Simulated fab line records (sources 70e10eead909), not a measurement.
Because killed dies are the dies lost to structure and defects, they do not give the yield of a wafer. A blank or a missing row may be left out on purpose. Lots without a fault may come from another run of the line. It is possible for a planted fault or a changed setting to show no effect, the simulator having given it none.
A struck lot beside a sound one    flow nand_harc    12 steps out of a route of 1302
Sound: the wafers L524.1, L524.4, L524.6. Struck: wafer L516.1. (L516.4, L516.6 of the same lot were not struck and are left out.) The cause comes at the end.
At each step with rows: each side's tool, then ch and its chambers, then its first start. Under that, the readings that differ: sound wafers    struck wafers    difference of the means    sigmas: that difference in standard deviations of wafers without a fault.
alike: words and numbers the same on both sides, and readings whose means are apart by under 2 such deviations; not compared: readings that were withheld, readings missing a value for some wafer, numbers with overlapping values and no deviation given by the record, and bounds like >300 which may hide the same value.
A row with sigmas, a row that says differs or no value, or rows on one side alone: a step with any of these is where the two part. When numbers do not overlap yet have no deviation, they are printed without sigmas and do not part them. A reading that every wafer of one side lacks parts them only if that side has two wafers or more.

first, 2 steps without rows for these wafers: NHARC_A_SOURCE_PLATE_SRD_01; NHARC_A_SOURCE_PLATE_OXIDE_02 (material SiO2, target thk 10 nm, ox time 1362 s).
NHARC_A_SOURCE_PLATE_THK_MEAS_09: measures by ellipsometry.
  sound on film_metro-01, day 14 03:04; struck on film_metro-01, day 10 12:32
  alike: thk_nm
then, 3 steps without rows for these wafers: NHARC_A_SOURCE_PLATE_PVD_04 (deposits WSi2, target thk 50 nm); NHARC_A_SOURCE_PLATE_CVD_03 (deposits poly-Si, target thk 200 nm, time 4000 s); NHARC_A_SOURCE_PLATE_ANNEAL_05 (time 1800 s).
NHARC_A_SOURCE_PLATE_THK_MEAS_06: measures by ellipsometry.
  sound on film_metro-02, day 14 16:20; struck on film_metro-01, day 11 01:05
  alike: thk_nm
NHARC_A_SOURCE_PLATE_INSPECT_08:
  sound on defect_inspect-01, day 14 16:25; struck on defect_inspect-01, day 11 01:09
  alike: raw_defect_count
after that, 1 step with no rows for these wafers: NHARC_A_ONON_D1_DEP_00 (target thk 1000 nm).
NHARC_A_ONON_D1_THK_MEAS_02: measures by ellipsometry.
  sound on film_metro-02, day 14 16:59; struck on film_metro-01, day 11 01:44
  alike: thk_nm
NHARC_A_ONON_D1_DEP_03: target thk 1000 nm.
  sound on pecvd_onon-02 ch 0, day 14 17:02; struck on pecvd_onon-01 ch 0, day 11 01:47
NHARC_A_ONON_D1_THK_MEAS_05: measures by ellipsometry.
  sound on film_metro-01, day 14 17:33; struck on film_metro-01, day 11 02:28
reading      sound        struck  difference  sigmas
thk_nm (nm)  996 997 997  338     -659        -70
  not compared: hold

## WHERE THEY PART
Within this record, at NHARC_A_ONON_D1_THK_MEAS_05 only.

WHY: whatever the simulator had introduced
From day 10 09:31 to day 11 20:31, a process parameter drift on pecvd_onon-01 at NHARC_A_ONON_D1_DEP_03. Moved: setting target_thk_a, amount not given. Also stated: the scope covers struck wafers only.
